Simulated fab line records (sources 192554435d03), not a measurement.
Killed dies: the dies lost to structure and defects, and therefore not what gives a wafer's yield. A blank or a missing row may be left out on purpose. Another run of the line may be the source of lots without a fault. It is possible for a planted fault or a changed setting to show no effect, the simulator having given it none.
fab line records	flow n5-finfet
record: lots: 10	wafers: 30	last-day: 18
route steps=1938 shown BEOL_M13@1699 BEOL_M14@1728
lots that met no fault: taken from a fault-free run of the same line
start-h: hours from the record's first day to the start of the lot's first wafer shown	wait-h: time in hours since the lot's previous step	" repeats the value in the row above	L1.1+2: a row that stands for several wafers	- either no value or no given start	* or withheld: withheld	< > ~ a bound
route shown NAME@n: names a module that has steps shown in the file, with the first one's number in the route	usual: mean/standard deviation of fault-free wafers	same: alike in all rows	chamber/n: place in a boat	sites: each site's reading	_std_site: the standard deviation of these	_edge_site: the outer-site mean with the inner-site mean subtracted	radius-mm: for every site, how far away it sits from the centre of the wafer	mask NAME#n: copy n	behind: the last tool/chamber to shape the wafer	hold: why the lot went on hold/how many hours it stayed there/how the hold came to an end	device: transistor that didn't switch, given as n, p or np	end of line: the same wafers' tests at the end of the route	for a step that has no rows: nothing shown but its recipe	killed: dies lost to structure and defects at the first sort, not the wafer's yield	map: the dies of a wafer, with x for killed, . for not killed, _ for no die there
set.NAME: the run value of the setting; set.NAME@STEP: its run value at that earlier step	model.NAME: the simulator's own value behind a step, which no gauge read
a sample of lots followed through the steps of the route, with each step as a table and each wafer as a row
services: when a tool's chamber went out of use (start-h, in hours from the record's first day, below 0 if earlier), for how many hours, and the reason
== steps ==
step: N5_BEOL_M13_STRIP_37
recipe: chemistry: N2/H2	power-w: 1000	temp-c: 250	h2-frac: 0.65	overash-fraction: 0.3	pressure-mtorr: withheld	n2-flow-sccm: 1750	h2-flow-sccm: 3250
usual: drypump-motor-current-A: 5.6/0.4	heater-power-w: 354/25	n2-flow-sccm: 1749/5.3	oes-product-au: 0.785/0.011
same: overash-fraction: 0.3
lot.wafer	tool	chamber	start-h	wait-h	drypump-motor-current-A	heater-power-w	n2-flow-sccm	oes-product-au	rf-hours-counter-h
L634.1	plasma-asher-01	1	253.48	0.0	6.2	381	1756	0.781	81
L634.4	"	0	"	"	5.5	356	1744	0.790	-
L634.6	"	1	"	"	6.2	386	1753	0.768	-
L635.2	plasma-asher-01	1	260.00	0.0	6.2	383	1743	0.780	83
L635.3	"	1	"	"	6.3	393	1744	0.806	-
L635.6	"	0	"	"	5.5	354	1752	0.787	-
L641.1	plasma-asher-02	0	286.25	0.4	5.1	365	1752	0.774	120
L641.2	"	1	"	"	5.8	320	1758	0.774	120
L641.4	"	1	"	"	5.8	324	1748	0.784	-
L639.1	plasma-asher-02	0	291.01	0.0	5.2	369	1742	0.781	122
L639.5	"	0	"	"	5.2	363	1747	0.796	-
L639.6	"	1	"	"	5.8	322	1755	0.783	-
L640.1	plasma-asher-02	0	291.34	0.0	5.1	360	1757	0.808	122
L640.3	"	0	"	"	5.1	380	1752	0.782	-
L640.5	"	1	"	"	5.8	320	1749	0.781	-
L644.3	plasma-asher-01	0	305.41	0.1	5.5	359	1758	0.796	-
L644.4	"	1	"	"	6.2	387	1745	0.786	-
L644.6	"	1	"	"	6.3	375	1749	0.775	-
L645.1	plasma-asher-02	0	311.91	0.1	5.1	367	1743	0.786	127
L645.3	"	1	"	"	5.7	320	1748	0.760	-
L645.5	"	1	"	"	5.8	327	1745	0.786	-
L652.1	plasma-asher-01	1	360.08	0.0	6.3	386	1744	0.794	100
L652.2	"	0	"	"	5.5	356	1753	0.781	100
L652.5	"	0	"	"	5.5	358	1742	0.780	-
L655.2	plasma-asher-01	1	387.26	0.0	6.2	393	1748	0.779	104
L655.5	"	1	"	"	6.2	385	1747	0.798	-
L655.6	"	0	"	"	5.5	352	1741	0.789	-
L657.2	plasma-asher-01	0	393.76	0.0	5.5	361	1749	0.801	105
L657.3	"	1	"	"	6.2	382	1752	0.762	-
L657.6	"	0	"	"	5.5	360	1743	0.805	-
step: N5_BEOL_M14_INSPECT_12
recipe: mode: adi	inspect-instrument: macro
usual: raw-defect-count: 2.0/1.2
lot.wafer	tool	chamber	start-h	wait-h	raw-defect-count
L634.1	defect-inspect-01	-	256.62	0.0	3
L634.4	"	-	"	"	1
L634.6	"	-	"	"	0
L635.2	defect-inspect-01	-	263.60	0.0	1
L635.3	"	-	"	"	0
L635.6	"	-	"	"	1
L641.1	defect-inspect-01	-	291.63	0.0	4
L641.2	"	-	"	"	1
L641.4	"	-	"	"	4
L639.1	defect-inspect-02	-	295.30	0.0	3
L639.5	"	-	"	"	2
L639.6	"	-	"	"	2
L640.1	defect-inspect-01	-	295.34	0.0	2
L640.3	"	-	"	"	2
L640.5	"	-	"	"	2
L644.3	defect-inspect-01	-	309.61	0.0	2
L644.4	"	-	"	"	1
L644.6	"	-	"	"	1
L645.1	defect-inspect-02	-	317.00	0.0	4
L645.3	"	-	"	"	1
L645.5	"	-	"	"	2
L652.1	defect-inspect-01	-	366.72	0.0	0
L652.2	"	-	"	"	1
L652.5	"	-	"	"	0
L655.2	defect-inspect-02	-	393.96	0.0	1
L655.5	"	-	"	"	0
L655.6	"	-	"	"	2
L657.2	defect-inspect-01	-	396.97	0.0	2
L657.3	"	-	"	"	4
L657.6	"	-	"	"	1
step: N5_BEOL_M14_ETCH_59
recipe: chemistry: N2/H2	target: BARC	target-depth-a: 890	overetch-a: 267	time-s: 67.9	ion-energy-ev: 200	pressure-mtorr: 30	source-w: 840	bias-w: 150	n2-flow-sccm: 200	h2-flow-sccm: 200
usual: drypump-motor-current-A: 6.0/0.42	n2-flow-sccm: 199.9/0.57	oes-product-au: 0.69/0.063	rf-vpp-V: 524.7/2.6	run-length-s: 91.2/0.46	showerhead-plenum-p-Torr: 2.57/0.096	throttle-valve-pct: 17.80/0.28
lot.wafer	tool	chamber	start-h	wait-h	drypump-motor-current-A	n2-flow-sccm	oes-product-au	rf-hours-counter-h	rf-vpp-V	run-length-s	showerhead-plenum-p-Torr	throttle-valve-pct
L634.1	rie-diel-02	3	256.68	0.0	6.8	199.6	0.83	0	523.0	91.1	2.48	17.80
L634.4	"	1	"	"	6.3	198.2	0.69	84	524.5	91.4	2.56	17.78
L634.6	"	3	"	"	6.8	200.0	0.84	-	521.7	90.8	2.48	17.80
L635.2	rie-diel-06	2	263.75	0.0	4.9	199.0	0.60	245	523.2	91.5	2.51	18.15
L635.3	"	0	"	"	6.4	199.5	0.63	166	523.9	90.6	2.55	17.89
L635.6	"	3	"	"	6.4	199.4	0.65	-	527.2	90.4	2.65	18.00
L641.1	rie-diel-06	1	291.74	0.0	5.7	199.7	0.66	134	522.4	91.2	2.45	17.78
L641.2	"	0	"	"	6.4	199.8	0.61	178	522.6	91.2	2.54	17.91
L641.4	"	0	"	"	6.4	200.7	0.62	-	523.7	90.6	2.54	17.92
L639.1	rie-diel-02	3	295.37	0.0	6.8	200.5	0.79	13	522.3	91.2	2.48	17.81
L639.5	"	1	"	"	6.3	199.9	0.68	-	524.9	91.1	2.55	17.79
L639.6	"	2	"	"	5.9	200.0	0.80	-	524.2	91.1	2.47	17.38
L640.1	rie-diel-04	1	295.41	0.0	5.9	200.2	0.73	35	526.0	91.0	2.59	17.65
L640.3	"	2	"	"	6.0	200.7	0.67	120	527.3	90.7	2.66	17.93
L640.5	"	3	"	"	5.8	199.4	0.77	-	528.0	91.7	2.71	17.23
L644.3	rie-diel-04	0	310.00	0.0	5.9	199.6	0.70	85	526.9	91.8	2.69	18.26
L644.4	"	2	"	"	5.9	200.0	0.67	125	526.2	91.0	2.65	17.94
L644.6	"	0	"	"	5.9	200.6	0.71	-	528.6	92.1	2.69	18.24
L645.1	rie-diel-02	3	317.30	0.0	6.8	200.8	0.76	22	522.9	90.9	2.47	17.83
L645.3	"	1	"	"	6.3	199.5	0.67	107	523.6	91.0	2.55	17.81
L645.5	"	3	"	"	6.8	200.9	0.77	-	525.0	91.4	2.47	17.83
L652.1	rie-diel-04	1	367.03	0.0	5.9	199.8	0.70	61	523.5	91.5	2.58	17.69
L652.2	"	3	"	"	5.8	198.8	0.76	56	528.0	88.3	2.70	17.29
L652.5	"	0	"	"	5.9	200.7	0.69	-	528.5	91.5	2.68	18.27
L655.2	rie-diel-04	2	394.07	0.0	5.9	199.8	0.68	149	526.8	87.2	2.64	17.97
L655.5	"	2	"	"	5.9	199.7	0.64	-	527.7	90.5	2.64	17.99
L655.6	"	1	"	"	5.9	200.0	0.73	-	525.5	88.3	2.57	17.71
L657.2	rie-diel-06	3	397.03	0.0	6.5	199.7	0.62	212	526.0	90.4	2.63	18.06
L657.3	"	0	"	"	6.4	200.1	0.59	217	522.9	91.2	2.53	17.96
L657.6	"	2	"	"	5.0	200.1	0.76	-	521.2	91.6	2.50	17.81
step: N5_BEOL_M14_STRIP_64
recipe: chemistry: O2	power-w: 600	temp-c: 60	pressure-mtorr: 30	rf-frequency-hz: 6e+07	bias-power-w: 0	overash-fraction: 0.3	o2-flow-sccm: 225
usual: drypump-motor-current-A: 6.0/0.42	oes-product-au: 0.81/0.082	rf-vpp-V: 3.7/0.55	showerhead-plenum-p-Torr: 2.12/0.071	throttle-valve-pct: 16.58/0.2
same: overash-fraction: 0.3
lot.wafer	tool	chamber	start-h	wait-h	drypump-motor-current-A	oes-product-au	rf-hours-counter-h	rf-vpp-V	showerhead-plenum-p-Torr	throttle-valve-pct
L634.1	rie-diel-02	3	-	-	6.8	0.99	0	3.7	2.04	16.61
L634.4	"	1	"	"	6.4	0.81	84	4.2	2.12	16.67
L634.6	"	3	"	"	6.8	0.99	-	3.1	2.04	16.60
L635.2	rie-diel-06	2	-	-	4.9	0.70	245	3.4	2.08	16.83
L635.3	"	0	"	"	6.3	0.72	166	3.9	2.09	16.51
L635.6	"	3	"	"	6.4	0.75	-	3.4	2.19	16.69
L641.1	rie-diel-06	1	-	-	5.7	0.77	134	3.9	2.03	16.62
L641.2	"	0	"	"	6.4	0.71	178	3.5	2.08	16.51
L641.4	"	0	"	"	6.4	0.71	-	4.6	2.08	16.53
L639.1	rie-diel-02	3	-	-	6.8	0.92	13	4.2	2.04	16.61
L639.5	"	1	"	"	6.3	0.79	-	3.0	2.12	16.72
L639.6	"	2	"	"	5.9	0.93	-	3.3	2.05	16.33
L640.1	rie-diel-04	1	-	-	5.9	0.88	35	4.1	2.13	16.43
L640.3	"	2	"	"	6.0	0.78	120	3.5	2.18	16.63
L640.5	"	3	"	"	5.8	0.90	-	4.1	2.24	16.11
L644.3	rie-diel-04	0	-	-	5.9	0.82	85	4.6	2.20	16.77
L644.4	"	2	"	"	5.9	0.78	125	4.2	2.18	16.61
L644.6	"	0	"	"	5.9	0.83	-	3.4	2.20	16.78
L645.1	rie-diel-02	3	-	-	6.8	0.91	22	3.9	2.04	16.64
L645.3	"	1	"	"	6.3	0.78	107	3.6	2.11	16.71
L645.5	"	3	"	"	6.8	0.91	-	3.9	2.04	16.63
L652.1	rie-diel-04	1	-	-	5.8	0.85	61	3.2	2.12	16.50
L652.2	"	0	"	"	5.9	0.78	107	3.5	2.19	16.82
L652.5	"	0	"	"	5.9	0.80	-	3.1	2.19	16.83
L655.2	rie-diel-04	2	-	-	5.9	0.75	150	3.3	2.17	16.67
L655.5	"	2	"	"	5.9	0.75	-	2.7	2.17	16.67
L655.6	"	1	"	"	5.8	0.83	-	4.0	2.11	16.50
L657.2	rie-diel-06	3	-	-	6.4	0.72	212	3.5	2.17	16.77
L657.3	"	0	"	"	6.4	0.68	217	3.2	2.07	16.62
L657.6	"	2	"	"	4.9	0.88	-	3.0	2.07	16.46
== services ==
tool	chamber	start-h	hours	kind
rie-diel-02	3	235.38	-	clean
rie-diel-02	3	235.38	-	consumable-replace:focus-ring
plasma-asher-02	-	238.28	2.5	repair
plasma-asher-01	-	244.26	1.2	repair
plasma-asher-02	-	252.61	1.0	repair
rie-diel-06	2	274.97	-	clean
rie-diel-06	2	274.97	-	consumable-replace:focus-ring
rie-diel-06	2	274.97	20.6	scheduled-down
rie-diel-06	2	274.97	20.6	vent-cycle
rie-diel-06	-	279.75	0.6	repair
plasma-asher-01	-	280.75	11.9	repair
rie-diel-04	2	365.46	5.0	repair
rie-diel-02	0	366.23	-	clean
rie-diel-02	0	366.23	-	consumable-replace:focus-ring
rie-diel-02	0	366.23	18.5	scheduled-down
rie-diel-02	0	366.23	18.5	vent-cycle
plasma-asher-01	-	370.38	3.3	repair
rie-diel-04	-	376.07	3.0	repair
== key ==
first-sign: step: N5_BEOL_M14_ETCH_59	reading: run-length-s	direction: down	sigmas: 7	usual: *	struck: *
effect none on later readings
met-at N5_BEOL_M14_ETCH_59
struck-lots L652,L655
struck-wafers L652.2,L655.2,L655.6
baseline-loss: step: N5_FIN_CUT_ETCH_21	wafers: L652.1
not-acting-at N5_BEOL_M13_STRIP_37,N5_BEOL_M14_INSPECT_12,N5_BEOL_M14_STRIP_64
onset-between 310.00 367.03
fault: kind: process-parameter-drift	tool: rie-diel-04	chamber: -	onset-h: 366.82	steps: N5_BEOL_M14_ETCH_59	channel: time-s	offset: *	shape: step	end-h: 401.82	scope: struck-wafers-only	acts-in: *	stated: *
baseline-loss: these wafers lose ten dies or more at that step, a loss of the line's own and not of a fault; the sort's usual values leave them out
